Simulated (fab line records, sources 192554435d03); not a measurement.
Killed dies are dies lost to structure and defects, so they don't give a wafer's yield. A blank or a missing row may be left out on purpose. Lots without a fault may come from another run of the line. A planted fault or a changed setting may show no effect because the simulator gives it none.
fab line records | flow n5_finfet
record lots=7 wafers=39
route steps=1938 shown FIN_SAQP@143 DUMMY_GATE@228 SD_EPI_P@314 HKMG_FIN@402 MOL_CONTACT_COAG@537
start_h: hours from the record's first day to the start of the lot's first wafer shown | wait_h: hours since the lot's step before | " the same as in the row above | L1.1+2: a row that stands for several wafers | - no value, or no start given | * or withheld: withheld | < > ~ a bound
route shown NAME@n: a module of which the file shows steps, and the number in the route of the first | usual: mean/standard deviation of fault-free wafers | same: alike in all rows | chamber/n: place in a boat | sites: the reading at each site | _std_site: their standard deviation | _edge_site: outer sites' mean less inner sites' | radius_mm: how far each site lies from the wafer's centre | mask NAME#n: copy n | behind: the tool/chamber that last shaped the wafer | hold: why the lot was held/for how many hours/how that ended | device: the transistor (n, p or np) that didn't switch | end of line: the same wafers' tests at the end of the route | a step without rows: its recipe alone | killed: dies lost to structure and defects at the first sort, not the wafer's yield | map: a wafer's dies, x killed, . not, _ none there
set.NAME: the setting as run; set.NAME@STEP: as run at that earlier step | model.NAME: the simulator's own value behind a step, which no gauge read
lots whose settings were changed on purpose; a table a step, a row a wafer
## steps
# step N5_FIN_SAQP_ETCH_34
# recipe chemistry=C4F6/O2 target=SiO2 target_depth_a=450 time_s=15 ion_energy_ev=250 pressure_mtorr=30 source_w=345 bias_w=185 Ar_flow_sccm=300 C4F6_flow_sccm=10 O2_flow_sccm=10 ends=cleared
# usual etch_rf_on_time_s=15.08/0.19 rf_vpp_V=670/7.8
# columns lot.wafer tool chamber start_h wait_h set.source_w etch_rf_on_time_s rf_vpp_V
L077.1 rie_diel-05 2 44.96 0.0 345 15.30 660
L077.2 " 0 " " 304 16.12 708
L077.3 " 1 " " 345 14.94 683
L077.4 " 3 " " 304 16.04 715
L077.5 " 3 " " 304 16.07 718
L077.6 " 2 " " 345 15.31 660
L084.1 rie_diel-06 1 87.61 0.0 345 15.20 664
L084.2 " 3 " " 345 14.71 678
L084.3 " 2 " " 345 15.09 666
L084.4 " 0 " " 345 15.20 655
L084.5 " 2 " " 345 15.17 666
L084.6 " 1 " " 345 15.22 664
L086.1 rie_diel-02 0 102.96 0.0 380.3 14.35 639
L086.2 " 2 " " 345 15.01 678
L086.3 " 3 " " 380.3 14.66 637
L086.4 " 1 " " 345 14.94 671
L086.5 " 2 " " 380.3 14.49 647
L086.6 " 3 " " 345 15.30 671
L091.1 rie_diel-06 1 128.54 0.0 345 15.18 664
L091.2 " 3 " " 345 14.80 676
L091.3 " 0 " " 345 15.11 655
L091.4 " 2 " " 290.7 16.24 728
L091.5 " 0 " " 290.7 16.20 714
L091.6 " 3 " " 290.7 15.92 739
L092.1 rie_diel-06 0 134.16 0.0 345 15.06 655
L092.2 " 2 " " 345 15.03 666
L092.3 " 3 " " 345 14.73 676
L092.4 " 1 " " 345 15.22 665
L092.5 " 3 " " 345 14.65 679
L092.6 " 2 " " 345 15.12 666
L095.2 rie_diel-05 3 153.72 0.0 345 15.36 670
L095.3 " 1 " " 345 15.04 684
L095.5 " 1 " " 345 14.79 681
L096.1 rie_diel-02 3 159.03 0.0 345 15.20 671
L096.2 " 2 " " 345 15.13 680
L096.3 " 0 " " 400.6 13.97 621
L096.4 " 3 " " 400.6 14.28 622
L096.5 " 2 " " 400.6 14.36 630
L096.6 " 0 " " 345 14.90 671
# step N5_DUMMY_GATE_EXPOSE_12
# recipe mask_id=GATE na=0.33 source_shape=annular sigma_inner=0.2 sigma_outer=0.6 polarization=unpolarized target_cd_nm=25 dose_mj=34
# columns lot.wafer tool chamber start_h wait_h mask set.dose_mj
L077.1+5+6 euv_scanner-01 0 64.98 - GATE#0 34.99
L077.2+3+4 " 0 " " GATE#0 34
L084.1+2+3+4+5+6 euv_scanner-02 0 111.91 - GATE#0 34
L086.1+5+6 euv_scanner-02 0 122.28 - GATE#0 36.38
L086.2+3+4 " 0 " " GATE#0 34
L091.1+4+6 euv_scanner-02 0 147.62 - GATE#0 31.59
L091.2+3+5 " 0 " " GATE#0 34
L092.1+4+5 euv_scanner-01 0 153.90 - GATE#0 34
L092.2+3+6 " 0 " " GATE#0 36.71
L095.2+3+5 euv_scanner-01 0 176.64 - GATE#0 34
L096.1+4+5 euv_scanner-01 0 178.00 - GATE#0 35.3
L096.2+3+6 " 0 " " GATE#0 34
# step N5_DUMMY_GATE_PEB_13
# recipe peb_temp_c=100 peb_time_s=60 resist=CAR-EUV
# step N5_DUMMY_GATE_DEVELOP_14
# recipe develop_time_s=30 developer=TMAH resist=CAR-EUV rinse_liquid=surfactant_rinse dry=air_spin dev_temp_c=23
# step N5_DUMMY_GATE_CD_MEAS_15
# recipe target_cd_nm=25.8 landing_energy_ev=500 detector=se_inlens
# usual cd_nm=25.02/0.22
# columns lot.wafer tool chamber start_h wait_h set.dose_mj@DUMMY_GATE_EXPOSE_12 cd_nm
L077.1 cd_sem-01 0 65.10 - 34.99 24.46
L077.2 " 0 " " 34 24.94
L077.3 " 0 " " 34 25.34
L077.4 " 0 " " 34 24.99
L077.5 " 0 " " 34.99 24.51
L077.6 " 0 " " 34.99 24.80
L084.1 cd_sem-02 0 112.03 - 34 24.94
L084.2 " 0 " " 34 25.19
L084.3 " 0 " " 34 25.00
L084.4 " 0 " " 34 25.23
L084.5 " 0 " " 34 25.23
L084.6 " 0 " " 34 25.38
L086.1 cd_sem-02 0 122.41 - 36.38 23.57
L086.2 " 0 " " 34 24.93
L086.3 " 0 " " 34 24.98
L086.4 " 0 " " 34 25.02
L086.5 " 0 " " 36.38 23.68
L086.6 " 0 " " 36.38 23.97
L091.1 cd_sem-01 0 147.75 - 31.59 26.68
L091.2 " 0 " " 34 24.63
L091.3 " 0 " " 34 25.26
L091.4 " 0 " " 31.59 26.60
L091.5 " 0 " " 34 25.31
L091.6 " 0 " " 31.59 26.72
L092.1 cd_sem-03 0 154.02 - 34 24.99
L092.2 " 0 " " 36.71 23.91
L092.3 " 0 " " 36.71 23.88
L092.4 " 0 " " 34 25.08
L092.5 " 0 " " 34 25.08
L092.6 " 0 " " 36.71 23.68
L095.2 cd_sem-01 0 176.77 - 34 25.09
L095.3 " 0 " " 34 24.78
L095.5 " 0 " " 34 24.68
L096.1 cd_sem-03 0 178.13 - 35.3 24.43
L096.2 " 0 " " 34 25.07
L096.3 " 0 " " 34 25.20
L096.4 " 0 " " 35.3 24.75
L096.5 " 0 " " 35.3 24.64
L096.6 " 0 " " 34 25.23
# step N5_DUMMY_GATE_STRIP_38
# recipe chemistry=N2/H2 temp_c=40 n2_flow_sccm=200 h2_flow_sccm=200 rf_frequency_hz=6e+07
# step N5_DUMMY_GATE_STRIP_39
# recipe chemistry=N2/H2 temp_c=40 n2_flow_sccm=200 h2_flow_sccm=200 rf_frequency_hz=6e+07
# step N5_DUMMY_GATE_TRIM_49
# recipe chemistry=O2 resist=SOC time_s=29 target_cd_nm=14 source_power_w=300 bias_power_w=0 O2_flow_sccm=100 temp_c=20
# columns lot.wafer tool chamber start_h wait_h set.dose_mj@DUMMY_GATE_EXPOSE_12 model.DUMMY_GATE.cd_nm
L077.1+6 rie_si-05 2,0 65.46 0.0 34.99 13.8
L077.2 " 1 " " 34 13.8
L077.3+4 " 3,0 " " 34 14
L077.5 " 3 " " 34.99 13.4
L084.1 rie_si-06 0 112.39 0.0 34 14.2
L084.2+5 " 3,1 " " 34 14.4
L084.3+6 " 2,0 " " 34 14
L084.4 " 1 " " 34 13.8
L086.1+5 rie_si-06 1,0 123.04 0.0 36.38 13
L086.2+4 " 0,3 " " 34 14.2
L086.3 " 2 " " 34 14
L086.6 " 1 " " 36.38 12.6
L091.1+6 rie_si-06 2,0 148.11 0.0 31.59 15.4
L091.2+3+5 " 0,1,1 " " 34 14
L091.4 " 3 " " 31.59 15.6
L092.1 rie_si-02 2 154.40 0.0 34 13.8
L092.2 " 3 " " 36.71 12.6
L092.3+6 " 0 " " 36.71 12.2
L092.4+5 " 1,3 " " 34 14
L095.2 rie_si-02 1 177.12 0.0 34 14.2
L095.3 " 0 " " 34 14
L095.5 " 2 " " 34 13.8
L096.1+5 rie_si-02 0,1 178.48 0.0 35.3 13.4
L096.2 " 3 " " 34 14.2
L096.3+6 " 1,0 " " 34 14
L096.4 " 2 " " 35.3 13
# step N5_DUMMY_GATE_STRIP_40
# recipe chemistry=CF4 resist=SiARC power_w=300 bias_power_w=75 pressure_mtorr=50 cf4_flow_sccm=150 rf_frequency_hz=6e+07
# step N5_DUMMY_GATE_CD_MEAS_50
# recipe target_cd_nm=14
# usual cd_nm=14.0/0.33
# columns lot.wafer tool chamber start_h wait_h set.dose_mj@DUMMY_GATE_EXPOSE_12 cd_nm
L077.1 cd_sem-01 - 65.61 0.0 34.99 14.1
L077.2 " - " " 34 14.1
L077.3 " - " " 34 14.1
L077.4 " - " " 34 13.9
L077.5 " - " " 34.99 13.3
L077.6 " - " " 34.99 13.5
L084.1 cd_sem-02 - 112.54 0.0 34 14.2
L084.2 " - " " 34 14.3
L084.3 " - " " 34 14.1
L084.4 " - " " 34 13.9
L084.5 " - " " 34 14.6
L084.6 " - " " 34 14.1
L086.1 cd_sem-02 - 123.19 0.0 36.38 12.8
L086.2 " - " " 34 14.0
L086.3 " - " " 34 13.9
L086.4 " - " " 34 13.6
L086.5 " - " " 36.38 12.6
L086.6 " - " " 36.38 12.8
L091.1 cd_sem-03 - 148.26 0.0 31.59 15.4
L091.2 " - " " 34 14.2
L091.3 " - " " 34 13.6
L091.4 " - " " 31.59 16.0
L091.5 " - " " 34 14.0
L091.6 " - " " 31.59 15.5
L092.1 cd_sem-02 - 154.60 0.0 34 13.5
L092.2 " - " " 36.71 12.4
L092.3 " - " " 36.71 12.0
L092.4 " - " " 34 14.4
L092.5 " - " " 34 13.7
L092.6 " - " " 36.71 11.9
L095.2 cd_sem-02 - 177.27 0.0 34 14.3
L095.3 " - " " 34 13.7
L095.5 " - " " 34 13.9
L096.1 cd_sem-02 - 178.71 0.0 35.3 13.3
L096.2 " - " " 34 14.1
L096.3 " - " " 34 14.3
L096.4 " - " " 35.3 13.0
L096.5 " - " " 35.3 13.2
L096.6 " - " " 34 14.3
# step N5_DUMMY_GATE_ETCH_31
# recipe chemistry=C4F6/O2 target=SiO2 mask_material=SOC target_depth_a=825 time_s=27.5 ion_energy_ev=250 pressure_mtorr=30 source_w=345 bias_w=185 Ar_flow_sccm=300 C4F6_flow_sccm=10 O2_flow_sccm=10
# step N5_DUMMY_GATE_STRIP_41
# recipe chemistry=O2 power_w=400 temp_c=40 pressure_mtorr=30 rf_frequency_hz=6e+07 bias_power_w=0 overash_fraction=0.3 o2_flow_sccm=225
# step N5_DUMMY_GATE_ETCH_32
# recipe chemistry=CF4 target=SiO2 target_depth_a=35 time_s=3.9 ion_energy_ev=350 pressure_mtorr=10 icp_w=800 bias_w=400 cf4_flow_sccm=80
# step N5_DUMMY_GATE_ETCH_23
# recipe chemistry=HBr/Cl2/O2 HBr_flow_sccm=150 Cl2_flow_sccm=80 O2_flow_sccm=12 bias_w=102 target_depth_a=410 time_s=22.3 target=poly-Si mask_material=SiO2 pressure_mtorr=10 icp_w=800
# step N5_DUMMY_GATE_ETCH_44
# recipe chemistry=HBr/O2 over_etch_frac=0.7 target_depth_a=1275 stop_on=SiO2 ion_energy_ev=60 bias_w=20 target=poly-Si mask_material=SiO2 pressure_mtorr=20 icp_w=400 HBr_flow_sccm=120 O2_flow_sccm=10
# columns lot.wafer tool chamber start_h wait_h set.dose_mj@DUMMY_GATE_EXPOSE_12 model.DUMMY_GATE.cd_nm
L077.1 rie_si-02 1 66.02 0.0 34.99 14.6
L077.2 " 0 " " 34 14.8
L077.3 " 2 " " 34 15
L077.4 " 3 " " 34 15.2
L077.5 " 2 " " 34.99 14.4
L077.6 " 1 " " 34.99 14.8
L084.1+3+6 rie_si-02 1,2,3 112.93 0.0 34 15.2
L084.2+5 " 3,0 " " 34 15.6
L084.4 " 0 " " 34 14.8
L086.1+5 rie_si-05 0 123.58 0.0 36.38 14
L086.2 " 1 " " 34 15.2
L086.3+4 " 2,3 " " 34 15
L086.6 " 1 " " 36.38 13.4
L091.1+4+6 rie_si-05 3,2,0 148.64 0.0 31.59 16.6
L091.2+3 " 0,1 " " 34 15
L091.5 " 3 " " 34 15.2
L092.1+4 rie_si-05 2,0 155.10 0.0 34 15
L092.2 " 3 " " 36.71 14
L092.3 " 1 " " 36.71 13.4
L092.5 " 2 " " 34 15.2
L092.6 " 1 " " 36.71 13.2
L095.2 rie_si-05 2 177.66 0.0 34 15.4
L095.3+5 " 3,0 " " 34 15
L096.1 rie_si-06 3 179.10 0.0 35.3 14.4
L096.2 " 1 " " 34 15.4
L096.3 " 0 " " 34 15.2
L096.4 " 2 " " 35.3 14
L096.5 " 2 " " 35.3 14.6
L096.6 " 1 " " 34 15
# step N5_DUMMY_GATE_CD_MEAS_24
# recipe target_cd_nm=15
# usual cd_nm=15.0/0.33
# columns lot.wafer tool chamber start_h wait_h set.dose_mj@DUMMY_GATE_EXPOSE_12 cd_nm
L077.1 cd_sem-01 - 66.13 0.1 34.99 14.7
L077.2 " - " " 34 14.9
L077.3 " - " " 34 15.3
L077.4 " - " " 34 14.8
L077.5 " - " " 34.99 14.3
L077.6 " - " " 34.99 14.6
L084.1 cd_sem-02 - 113.03 0.1 34 15.6
L084.2 " - " " 34 15.2
L084.3 " - " " 34 14.9
L084.4 " - " " 34 14.9
L084.5 " - " " 34 15.4
L084.6 " - " " 34 14.9
L086.1 cd_sem-02 - 123.69 0.1 36.38 14.0
L086.2 " - " " 34 15.3
L086.3 " - " " 34 14.8
L086.4 " - " " 34 15.1
L086.5 " - " " 36.38 14.1
L086.6 " - " " 36.38 13.4
L091.1 cd_sem-01 - 148.75 0.1 31.59 16.3
L091.2 " - " " 34 14.7
L091.3 " - " " 34 15.4
L091.4 " - " " 31.59 16.7
L091.5 " - " " 34 15.1
L091.6 " - " " 31.59 16.7
L092.1 cd_sem-01 - 155.21 0.1 34 15.1
L092.2 " - " " 36.71 13.8
L092.3 " - " " 36.71 13.3
L092.4 " - " " 34 14.9
L092.5 " - " " 34 15.2
L092.6 " - " " 36.71 13.3
L095.2 cd_sem-02 - 177.77 0.1 34 15.3
L095.3 " - " " 34 15.1
L095.5 " - " " 34 14.9
L096.1 cd_sem-03 - 179.21 0.1 35.3 14.4
L096.2 " - " " 34 15.5
L096.3 " - " " 34 15.1
L096.4 " - " " 35.3 14.0
L096.5 " - " " 35.3 14.6
L096.6 " - " " 34 15.4
# step N5_SD_EPI_P_SD_RECESS_17
# recipe chemistry=HBr/Cl2/O2 target_depth_a=391 bt_time_s=3 pressure_mtorr=10 icp_w=800 bias_w=112 HBr_flow_sccm=150 Cl2_flow_sccm=80 O2_flow_sccm=12
# columns lot.wafer tool chamber start_h wait_h set.target_depth_a model.etch.depth_nm model.SD_EPI_P.feature_depth_nm
L077.1 rie_si-05 3 72.67 0.0 391 39.18 39.2
L077.2+4 " 1,0 " " 391 39.11 39.2
L077.3 " 2 " " 391 38.47 38.4
L077.5 " 3 " " 391 38.85 38.8
L077.6 " 2 " " 391 38.61 38.6
L084.1 rie_si-05 2 120.16 0.0 391 38.58 38.6
L084.2 " 1 " " 359.9 36.08 36
L084.3 " 0 " " 359.9 35.67 35.6
L084.4 " 3 " " 359.9 36 36
L084.5 " 2 " " 391 38.41 38.4
L084.6 " 1 " " 391 39.14 39.2
L086.1 rie_si-06 0 130.28 0.0 391 38.43 38.4
L086.2 " 3 " " 409.9 40.65 40.6
L086.3 " 2 " " 391 39.17 39.2
L086.4 " 1 " " 409.9 41.4 41.4
L086.5 " 0 " " 409.9 40.6 40.6
L086.6 " 3 " " 391 39.08 39
L091.1 rie_si-06 3 155.59 0.0 391 39.16 39.2
L091.2 " 2 " " 391 39.05 39
L091.3 " 1 " " 408.6 41.46 41.4
L091.4 " 0 " " 408.6 40.63 40.6
L091.5 " 2 " " 391 39.31 39.4
L091.6 " 3 " " 408.6 40.91 41
L092.1 rie_si-05 2 162.62 0.0 391 39.12 39.2
L092.2 " 3 " " 372.3 37.55 37.6
L092.3 " 1 " " 391 39.36 39.4
L092.4 " 0 " " 372.3 37.61 37.6
L092.5 " 2 " " 391 38.87 38.8
L092.6 " 3 " " 372.3 37.59 37.6
L095.2 rie_si-05 0 185.91 0.0 391 39.01 39
L095.3 " 3 " " 391 39.13 39.2
L095.5 " 1 " " 391 38.97 39
L096.1 rie_si-06 2 186.26 0.0 413.1 41.44 41.4
L096.2 " 1 " " 391 39.61 39.6
L096.3 " 0 " " 391 38.88 38.8
L096.4 " 3 " " 413.1 41.43 41.4
L096.5 " 2 " " 391 39.38 39.4
L096.6 " 1 " " 413.1 42.12 42.2
# step N5_HKMG_FIN_ETCH_54
# recipe chemistry=CF4 target=SiARC target_depth_a=455 mask_material=CAR-ArF time_s=75.8 ion_energy_ev=80 pressure_mtorr=40 source_w=545 bias_w=36 Ar_flow_sccm=100 cf4_flow_sccm=100 ends=cleared
# usual etch_rf_on_time_s=75.8/1.3 rf_vpp_V=184.2/1.2
# columns lot.wafer tool chamber start_h wait_h set.source_w etch_rf_on_time_s rf_vpp_V
L077.1 rie_diel-05 1 88.78 0.0 586.7 70.3 180.2
L077.2 " 2 " " 586.7 73.9 179.5
L077.3 " 3 " " 545 76.8 184.0
L077.4 " 0 " " 545 77.1 183.0
L077.5 " 0 " " 586.7 71.8 179.6
L077.6 " 3 " " 545 76.9 184.8
L084.1 rie_diel-05 2 138.63 0.0 545 76.6 185.7
L084.2 " 3 " " 641.7 66.8 174.9
L084.3 " 0 " " 545 74.5 183.5
L084.4 " 1 " " 545 75.4 184.0
L084.5 " 0 " " 641.7 64.9 173.8
L084.6 " 1 " " 641.7 64.9 174.4
L086.1 rie_diel-02 3 147.36 0.0 545 77.3 183.1
L086.2 " 0 " " 545 74.0 184.5
L086.3 " 2 " " 545 76.4 184.3
L086.4 " 1 " " 619 67.2 177.8
L086.5 " 3 " " 619 68.3 176.1
L086.6 " 0 " " 619 66.3 176.5
L091.1 rie_diel-02 1 175.26 0.0 545 75.2 186.3
L091.2 " 3 " " 633.8 67.8 174.0
L091.3 " 2 " " 633.8 67.2 176.1
L091.4 " 0 " " 545 74.7 184.7
L091.5 " 3 " " 545 77.5 184.7
L091.6 " 2 " " 633.8 66.9 174.8
L092.1 rie_diel-06 0 179.80 0.0 545 75.4 185.2
L092.2 " 2 " " 491.5 83.1 189.3
L092.3 " 3 " " 545 75.2 185.4
L092.4 " 3 " " 491.5 81.0 193.6
L092.5 " 2 " " 491.5 83.2 188.8
L092.6 " 0 " " 545 75.7 181.5
L095.2 rie_diel-02 1 204.05 0.0 545 75.4 186.0
L095.3 " 3 " " 545 77.7 183.2
L095.5 " 3 " " 545 78.4 183.8
L096.1 rie_diel-02 0 204.93 0.0 442.5 90.1 197.7
L096.2 " 2 " " 442.5 91.9 199.7
L096.3 " 1 " " 545 75.2 186.2
L096.4 " 3 " " 442.5 93.2 196.4
L096.5 " 3 " " 545 78.0 183.1
L096.6 " 2 " " 545 76.7 184.8
# step N5_MOL_CONTACT_COAG_ETCH_15
# recipe chemistry=CH3F/O2 target=SiNx target_depth_a=70 mask_material=SOC stop_on=Si:P over_etch_frac=0.75 ion_energy_ev=120 pressure_mtorr=30 source_w=395 bias_w=73 Ar_flow_sccm=150 CH3F_flow_sccm=30 O2_flow_sccm=20
# usual rf_vpp_V=299/3.3
# columns lot.wafer tool chamber start_h wait_h set.source_w rf_vpp_V
L077.1 rie_diel-06 2 106.19 0.0 458.6 279
L077.2 " 3 " " 458.6 282
L077.3 " 0 " " 458.6 272
L077.4 " 2 " " 395 297
L077.5 " 3 " " 395 302
L077.6 " 0 " " 395 292
L084.1 rie_diel-02 2 154.61 0.0 395 303
L084.2 " 1 " " 395 298
L084.3 " 3 " " 395 298
L084.4 " 0 " " 395 300
L084.5 " 2 " " 395 304
L084.6 " 3 " " 395 300
L086.1 rie_diel-02 2 163.51 0.0 395 304
L086.2 " 0 " " 395 301
L086.3 " 3 " " 337.8 323
L086.4 " 0 " " 337.8 322
L086.5 " 2 " " 395 303
L086.6 " 3 " " 337.8 322
L091.1 rie_diel-05 0 191.41 0.0 367.9 305
L091.2 " 3 " " 367.9 310
L091.3 " 2 " " 395 300
L091.4 " 1 " " 395 303
L091.5 " 0 " " 395 296
L091.6 " 3 " " 367.9 309
L092.1 rie_diel-06 1 197.02 0.0 464.4 280
L092.2 " 0 " " 464.4 270
L092.3 " 3 " " 395 302
L092.4 " 2 " " 395 297
L092.5 " 0 " " 464.4 273
L092.6 " 3 " " 395 303
L095.2 rie_diel-05 2 220.49 0.0 395 299
L095.3 " 0 " " 395 296
L095.5 " 2 " " 395 301
L096.1 rie_diel-06 2 222.13 0.0 357.2 312
L096.2 " 3 " " 357.2 318
L096.3 " 0 " " 395 292
L096.4 " 1 " " 395 302
L096.5 " 0 " " 357.2 306
L096.6 " 1 " " 395 302
# step N5_MOL_CONTACT_COAG_ETCH_67
# recipe chemistry=N2/H2 target=SOC target_depth_a=600 overetch_a=210 mask_material=SiARC temp_c=40 time_s=101.2 ion_energy_ev=200 pressure_mtorr=30 source_w=840 bias_w=150 n2_flow_sccm=200 h2_flow_sccm=200
# usual rf_vpp_V=524.7/2.7
# columns lot.wafer tool chamber start_h wait_h set.source_w rf_vpp_V
L077.1 rie_diel-06 1 119.65 0.0 840 519.8
L077.2 " 2 " " 701.2 553.3
L077.3 " 0 " " 840 523.5
L077.4 " 3 " " 701.2 561.3
L077.5 " 2 " " 701.2 551.8
L077.6 " 1 " " 840 520.0
L084.1 rie_diel-05 3 166.02 0.0 943.2 505.9
L084.2 " 2 " " 840 528.4
L084.3 " 0 " " 943.2 503.0
L084.4 " 1 " " 840 526.3
L084.5 " 0 " " 943.2 503.1
L084.6 " 3 " " 840 527.2
L086.1 rie_diel-05 0 179.54 0.0 943.5 501.6
L086.2 " 1 " " 840 524.5
L086.3 " 3 " " 840 525.8
L086.4 " 2 " " 943.5 507.8
L086.5 " 1 " " 943.5 505.4
L086.6 " 0 " " 840 522.4
L091.1 rie_diel-06 2 205.36 0.0 840 521.0
L091.2 " 1 " " 958.9 507.0
L091.3 " 3 " " 840 528.6
L091.4 " 3 " " 840 528.8
L091.5 " 2 " " 958.9 498.0
L091.6 " 1 " " 958.9 506.3
L092.1 rie_diel-02 3 208.07 0.0 840 523.5
L092.2 " 1 " " 885.4 517.0
L092.3 " 2 " " 885.4 517.4
L092.4 " 0 " " 840 522.9
L092.5 " 3 " " 885.4 513.5
L092.6 " 2 " " 840 526.0
L095.2 rie_diel-05 3 232.52 0.0 840 525.0
L095.3 " 2 " " 840 528.2
L095.5 " 0 " " 840 522.6
L096.1 rie_diel-05 0 233.45 0.0 840 522.7
L096.2 " 2 " " 840 526.9
L096.3 " 3 " " 840 526.9
L096.4 " 1 " " 892.4 513.1
L096.5 " 0 " " 892.4 511.4
L096.6 " 1 " " 892.4 515.1
## key
split step=N5_FIN_SAQP_ETCH_34 setting=source_w stated=345 by=wafer
response step=N5_FIN_SAQP_ETCH_34 reading=etch_rf_on_time_s change=* per=1% r=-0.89
response step=N5_FIN_SAQP_ETCH_34 reading=rf_vpp_V change=-3.53 per=1% r=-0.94
split step=N5_DUMMY_GATE_EXPOSE_12 setting=dose_mj stated=34 by=wafer
response step=N5_DUMMY_GATE_CD_MEAS_15 reading=cd_nm change=-0.179 per=1% r=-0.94
response step=N5_DUMMY_GATE_TRIM_49 reading=model.DUMMY_GATE.cd_nm change=-0.193 per=1% r=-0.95
response step=N5_DUMMY_GATE_CD_MEAS_50 reading=cd_nm change=-0.21 per=1% r=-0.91
response step=N5_DUMMY_GATE_ETCH_44 reading=model.DUMMY_GATE.cd_nm change=-0.196 per=1% r=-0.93
response step=N5_DUMMY_GATE_CD_MEAS_24 reading=cd_nm change=-0.198 per=1% r=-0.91
split step=N5_SD_EPI_P_SD_RECESS_17 setting=target_depth_a stated=391 by=wafer
response step=N5_SD_EPI_P_SD_RECESS_17 reading=model.etch.depth_nm change=+0.376 per=1% r=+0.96
response step=N5_SD_EPI_P_SD_RECESS_17 reading=model.SD_EPI_P.feature_depth_nm change=+0.38 per=1% r=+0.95
split step=N5_HKMG_FIN_ETCH_54 setting=source_w stated=545 by=wafer
response step=N5_HKMG_FIN_ETCH_54 reading=etch_rf_on_time_s change=* per=1% r=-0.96
response step=N5_HKMG_FIN_ETCH_54 reading=rf_vpp_V change=-0.618 per=1% r=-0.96
split step=N5_MOL_CONTACT_COAG_ETCH_15 setting=source_w stated=395 by=wafer
response step=N5_MOL_CONTACT_COAG_ETCH_15 reading=rf_vpp_V change=-1.35 per=1% r=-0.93
split step=N5_MOL_CONTACT_COAG_ETCH_67 setting=source_w stated=840 by=wafer
response step=N5_MOL_CONTACT_COAG_ETCH_67 reading=rf_vpp_V change=-1.81 per=1% r=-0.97
